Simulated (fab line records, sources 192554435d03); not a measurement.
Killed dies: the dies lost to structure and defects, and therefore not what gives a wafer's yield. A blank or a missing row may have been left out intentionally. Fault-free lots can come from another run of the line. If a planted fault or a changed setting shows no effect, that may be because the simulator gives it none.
A struck lot beside a sound one | flow n5-finfet | 15 out of 1938 route steps
Sound: these wafers, L106.1, L106.3, L106.6. Struck: wafers L110.2, L110.6. (L110.4 of the same lot was not struck and is left out.) The cause comes at the end.
At each step with rows: each side's tool, then ch and its chambers, then its first start. Under that, the readings that differ: sound wafers | struck wafers | difference of the means | sigmas: that difference in standard deviations of wafers without a fault.
alike: same words and numbers on both sides, and readings whose means sit less than 2 such deviations apart. not compared: any withheld reading, any reading some wafer has no value for, any bound like >300 that may hide the same value, and any number with overlapping values for which the record gives no deviation.
Wherever a step has rows on one side only, a row that says differs or no value, or a row with sigmas, the two part there. When numbers do not overlap yet have no deviation, they are printed without sigmas and do not part them. A reading missing from all wafers of one side parts the sides only when that side holds two or more wafers.

first, 2 steps without rows for these wafers: N5_BEOL_M2_PEB_09 (peb time 60 s); N5_BEOL_M2_DEVELOP_10 (develop time 30 s).
N5_BEOL_M2_CD_MEAS_11 targets a cd of 16.79 nm.
  sound on cd-sem-02 ch 0, day 6 17:46; struck on cd-sem-02 ch 0, day 7 14:13
  alike: cd-nm
N5_BEOL_M2_OVL_MEAS_12:
  sound on overlay-01 ch 0, day 6 17:47; struck on overlay-01 ch 0, day 7 14:14
  alike: M2_OVL
N5_BEOL_M2_INSPECT_13: inspects for defects (brightfield).
  struck on defect-inspect-02, day 7 14:17; sound on defect-inspect-02, day 6 17:50
  alike: raw-defect-count
N5_BEOL_M2_DESCUM_16: chemistry O2, time 7 s.
  sound on rie-diel-03 ch 1,2,3, day 6 17:53; struck on rie-diel-04 ch 2,3, day 7 14:30
  alike: drypump-motor-current-A, oes-product-au, rf-vpp-V, showerhead-plenum-p-Torr, throttle-valve-pct
  not compared: rf-hours-counter-h
N5_BEOL_M2_ETCH_74: etches underlayer in N2/H2, target depth 6.5 nm, time 5.2 s.
  sound on rie-diel-03 ch 1,2,3, day 6 17:55; struck on rie-diel-04 ch 2,3, day 7 14:32
  alike: drypump-motor-current-A, etch-rf-on-time-s, oes-product-au, rf-vpp-V, showerhead-plenum-p-Torr, throttle-valve-pct
  not compared: rf-hours-counter-h
N5_BEOL_M2_ETCH_63: etches SiARC in CF4, target depth 15.6 nm, time 26 s.
  sound on rie-diel-03 ch 1,2,3, day 6 17:56; struck on rie-diel-04 ch 2,3, day 7 14:33
  alike: drypump-motor-current-A, etch-rf-on-time-s, oes-product-au, rf-vpp-V, showerhead-plenum-p-Torr, throttle-valve-pct
  not compared: rf-hours-counter-h
N5_BEOL_M2_ETCH_64: etches SOC in N2/H2, target depth 75 nm, overetch 22.5 nm, time 121.9 s.
  sound on rie-diel-03 ch 1,2,3, day 6 17:58; struck on rie-diel-04 ch 2,3, day 7 14:35
  alike: drypump-motor-current-A, oes-product-au, rf-vpp-V, showerhead-plenum-p-Torr, throttle-valve-pct
  not compared: rf-hours-counter-h
then, 3 steps without rows for these wafers: N5_BEOL_M2_STRIP_65 (strips in N2/H2); N5_BEOL_M2_STRIP_75 (strips in N2/H2); N5_BEOL_M2_STRIP_66 (strips in CF4).
N5_BEOL_M2_HM_OPEN_17: chemistry Cl2/BCl3, target TiN, target depth 20 nm, overetch 6 nm.
  sound on rie-metal-01 ch 1, day 6 18:08; struck on rie-metal-01 ch 0, day 7 14:46
  reading                                  | sound          | struck    | difference | sigmas
  oes-product-au (a.u.)                    | 0.67 0.66 0.66 | 0.83 0.81 | +0.16      | +3
  model.SOC_of_BEOL_M2_COAT_61.thk-nm (nm) | 51.8 51.6 51.6 | 49.2 49   | -2.6       |
  model.BEOL_M2.cd-offset-nm (nm)          | 0 0.2 -0.2     | 0.6 0.8   | +0.7       |
  alike: drypump-motor-current-A, he-backside-leak-sccm, throttle-valve-pct
  not compared: rf-hours-counter-h
N5_BEOL_M2_STRIP_19: strips in O2.
  sound on rie-diel-04 ch 0,3, day 6 18:25; struck on rie-diel-01 ch 2, day 7 14:52
  reading                         | sound          | struck    | difference | sigmas
  drypump-motor-current-A (A)     | 6.1 5.9 6.1    | 4.8 4.8   | -1.2       | -3
  showerhead-plenum-p-Torr (Torr) | 2.11 2.18 2.11 | 2.01 2.01 | -0.12      | -2
  alike: oes-product-au, rf-vpp-V, throttle-valve-pct
  not compared: rf-hours-counter-h
N5_BEOL_M4_RC_MEAS_101:
  sound on prober-01 ch 0, day 7 23:04; struck on prober-01 ch 0, day 8 20:48
  reading       | sound          | struck    | difference | sigmas
  SS_P (mV/dec) | 73.3 73.3 72.3 | 74.5 74.3 | +1.4       | +2
  alike: DIBL_N, DIBL_P, IOFF_N, IOFF_P, ION_N, ION_P, SS_N, VT_N, VT_P

WHERE THEY PART
First at N5_BEOL_M2_HM_OPEN_17; last, within this record, at N5_BEOL_M4_RC_MEAS_101.

WHY: the cause the simulator had injected
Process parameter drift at N5_BEOL_M2_HM_OPEN_17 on rie-metal-01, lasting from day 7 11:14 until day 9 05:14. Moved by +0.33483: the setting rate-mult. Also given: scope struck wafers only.
